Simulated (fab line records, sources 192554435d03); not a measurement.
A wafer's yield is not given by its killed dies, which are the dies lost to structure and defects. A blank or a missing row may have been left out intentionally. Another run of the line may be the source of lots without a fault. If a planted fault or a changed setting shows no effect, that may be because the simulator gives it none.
2 desks looking at one fault -- flow n5Finfet -- every desk sees just its own numbers, and what lay behind them comes last

== THE TOOL OWNER'S DESK: cmp-02 ==
The tool's own readings at N5_BEOL_M3_CMP_52 (polishes, stops on SiOC, t overpolish 6.8 s, target thk 40 nm): means of the sampled wafers that have a number, for each lot that ran on this tool. If a lot's mean is further than 4 standard deviations from the usual mean, the lot is out of limits and carries the mark OUT (the distance appears in the brackets).
Columns: A = barrierFieldEndpointS at N5_BEOL_M3_CMP_52, usual 25.1 s; B = motorCurrentA at N5_BEOL_M3_CMP_52, usual 6.1 A; C = overpolishRunS at N5_BEOL_M3_CMP_52, usual 6.800 s; D = padLifeWafers at N5_BEOL_M3_CMP_52, usual 1135; E = timeToEndpointS at N5_BEOL_M3_CMP_52, usual 66 s
lot,first seen here,A,B,C,D,E
L895,day 8 07:05,24.8,6.4,6.803,968,64
L898,day 8 21:52,24.3,6.6,6.789,1094,62
L905,day 10 12:43,25.2,6.8,6.808,1388,63
L910,day 12 17:51,30.4 (+7.4) OUT,6.6,6.805,1796,78
L914,day 13 14:13,31.0 (+8.2) OUT,6.6,6.806,1964,79
This desk's verdict: out of limits on L910, L914, starting with L910 at day 12 17:51 (barrierFieldEndpointS at N5_BEOL_M3_CMP_52). Within limits: L895, L898, L905.

== FROM THE METROLOGY DESK ==
What the gauges read, lot by lot, whatever tool the lot ran on: means of the sampled wafers that have a number. If a lot's mean is further than 4 standard deviations from the usual mean, the lot is out of limits and carries the mark OUT (the distance appears in the brackets). Readings shown: 7 of its 10, picked as those furthest out on some lot.
Columns: A = DIBL_N at N5_BEOL_M4_RC_MEAS_101, usual 36.0 mV/V; B = DIBL_P at N5_BEOL_M4_RC_MEAS_101, usual 36.7 mV/V; C = IOFF_P at N5_BEOL_M4_RC_MEAS_101, usual 0.21 nA/um; D = SS_N at N5_BEOL_M4_RC_MEAS_101, usual 71.5 mV/dec; E = SS_P at N5_BEOL_M4_RC_MEAS_101, usual 73.4 mV/dec; F = VT_N at N5_BEOL_M4_RC_MEAS_101, usual 250 mV; G = VT_P at N5_BEOL_M4_RC_MEAS_101, usual -251 mV
lot,first seen here,A,B,C,D,E,F,G
L892,day 7 17:22,32.3,33.6,0.18,71.0,72.5,253,-253
L895,day 8 17:45,38.5,38.9,0.27,71.8,73.7,245,-246
L896,day 8 18:52,32.4,33.3,0.17,70.9,72.0,252,-252
L898,day 9 07:55,36.4,38.8,0.26,71.1,74.3,249,-246
L899,day 9 20:40,32.7,35.6,0.19,71.9,72.7,251,-252
L901,day 10 02:14,35.9,38.1,0.22,71.0,73.6,247,-251
L905,day 10 23:24,36.1,35.4,0.19,72.0,73.4,253,-251
L910,day 13 08:08,31.3,32.9,0.15,70.4,72.6,255,-255
L913,day 13 17:27,36.7,37.9,0.24,71.6,73.5,247,-247
L914,day 14 07:53,35.8,38.0,0.22,71.2,73.5,247,-250
L915,day 14 13:20,36.0,37.0,0.17,71.3,73.2,252,-256
This desk found nothing out of limits on any of the 11 lots.

== TAKEN TOGETHER ==
At day 12 17:51, on L910, L914, the tool owner's desk was in a position to raise an alarm.
The metrology desk saw nothing out of limits.
The metrology desk has L910, L914 on record, within its limits.
On cmp-02, each named lot ran N5_BEOL_M3_CMP_52.

== WHAT THE SIMULATOR HAD INSERTED ==
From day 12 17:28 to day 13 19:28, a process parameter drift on cmp-02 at N5_BEOL_M3_CMP_52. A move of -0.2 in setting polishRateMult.
Shown lots that were struck: L910, L914.
Each desk's first reading out of limits, in hours after the fault started: the tool owner's desk, 0.
